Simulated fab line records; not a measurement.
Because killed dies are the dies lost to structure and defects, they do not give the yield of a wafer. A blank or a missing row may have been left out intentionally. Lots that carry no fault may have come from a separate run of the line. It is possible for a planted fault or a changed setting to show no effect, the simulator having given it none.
Split-lot experiment	flow n5-finfet	21 wafers read across 7 lots, on a route 1938 steps long

THE SPLIT
At N5_HKMG_FIN_DESCUM_17 (chemistry O2, time 7.9 s), the setting time-s was moved away from the recipe's 7.9 s on 5 of the 21 wafers read, by -20.6% to +8.3%. For the rest of the wafers, this setting stayed at what the recipe calls for.

There is no step in the file separating the split from the reading.

THE READING
CAR-ArF_of_HKMG_FIN_COAT_06.thk-nm (the simulator's own value, which no gauge read), in nm, at N5_HKMG_FIN_ETCH_31 (etches SiARC in CF4, target depth 45.5 nm, time 75.8 s). There is no usual value for it anywhere in the file. Across the 16 wafers here that went through the recipe, the average is 50.6 nm and the standard deviation 0.18 nm.

wafer	tool, chamber at the split	time-s as run, s	against the recipe	CAR-ArF_of_HKMG_FIN_COAT_06.thk-nm, nm	against lot-mates on the recipe
L074.1	rie-diel-04, 1	8.556	+8.3%	50.2	-0.5
L074.4	rie-diel-04, 3,2	7.9	recipe	50.6	-
L074.6	rie-diel-04, 3,2	7.9	recipe	50.8	-
L075.1	rie-diel-02, 2,0	7.9	recipe	50.4	-
L075.3	rie-diel-02, 2,0	7.9	recipe	50.6	-
L075.6	rie-diel-02, 0	6.269	-20.6%	51.4	+0.9
L077.4	rie-diel-04, 0,1,2	7.9	recipe	50.8	-
L077.6	rie-diel-04, 0,1,2	7.9	recipe	50.8	-
L077.5	rie-diel-04, 0,1,2	7.9	recipe	50.6	-
L079.3	rie-diel-01, 3,0,0	7.9	recipe	50.6	-
L079.4	rie-diel-01, 3,0,0	7.9	recipe	50.6	-
L079.5	rie-diel-01, 3,0,0	7.9	recipe	50.2	-
L084.1	rie-diel-01, 2,1,2	7.9	recipe	50.6	-
L084.4	rie-diel-01, 2,1,2	7.9	recipe	50.8	-
L084.6	rie-diel-01, 2,1,2	7.9	recipe	50.4	-
L089.3	rie-diel-01, 1	7.9	recipe	50.4	-
L089.4	rie-diel-01, 0	7.187	-9.0%	51	+0.6
L089.5	rie-diel-01, 0	7.187	-9.0%	51	+0.6
L091.1	rie-diel-04, 3,2	7.9	recipe	50.8	-
L091.6	rie-diel-04, 3,2	7.9	recipe	50.8	-
L091.2	rie-diel-04, 0	7.264	-8.1%	51.6	+0.8
If several chambers appear in one row, that row covers several wafers at once and the file leaves open which wafer was in which chamber.

THE FIT
A straight line over all 21 wafers: CAR-ArF_of_HKMG_FIN_COAT_06.thk-nm changes by -0.0471 nm for each +1% of time-s; r = -0.78; the points scatter about the line by 0.22 nm.
The same after taking each lot's own level away (the mean of its wafers on the recipe; 21 wafers): -0.0546 nm for each +1%; r = -0.90; scatter 0.15 nm.
According to that fit, moving time-s by its largest amount changes the reading by 1.1 nm.
Measured against the standard deviation above, the lots' own levels, which go from 50.40 to 50.80 nm, span 2.2 times it.
So the lot-to-lot level blurs the effect unless lot-mates are compared.
Check: +1.49 nm against its lot-mates is what the line predicts for one of the wafers moved furthest among these (-20.6%) when that wafer is left out of the fit. Against them it came out at +0.9 nm.

ADDITIONAL SPLITS CARRIED BY THESE WAFERS
Before the reading, these wafers also passed through other splits. Each is held against what the fit with the lots' levels taken away leaves over:
other split on the same wafers	wafers away from the commonest value	r with CAR-ArF_of_HKMG_FIN_COAT_06.thk-nm (lot level and that fit taken away)
N5_SD_ACTIVATION_LSA_01 temp-c	4	+0.39
N5_HKMG_FIN_EXPOSE_46 dose-mj	4	+0.04
N5_HKMG_FIN_DEVELOP_48 develop-time-s	11	+0.06

FILE'S OWN FIT
CAR-ArF_of_HKMG_FIN_COAT_06.thk-nm changes by -0.0539 nm for each +1% of time-s, r = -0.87.
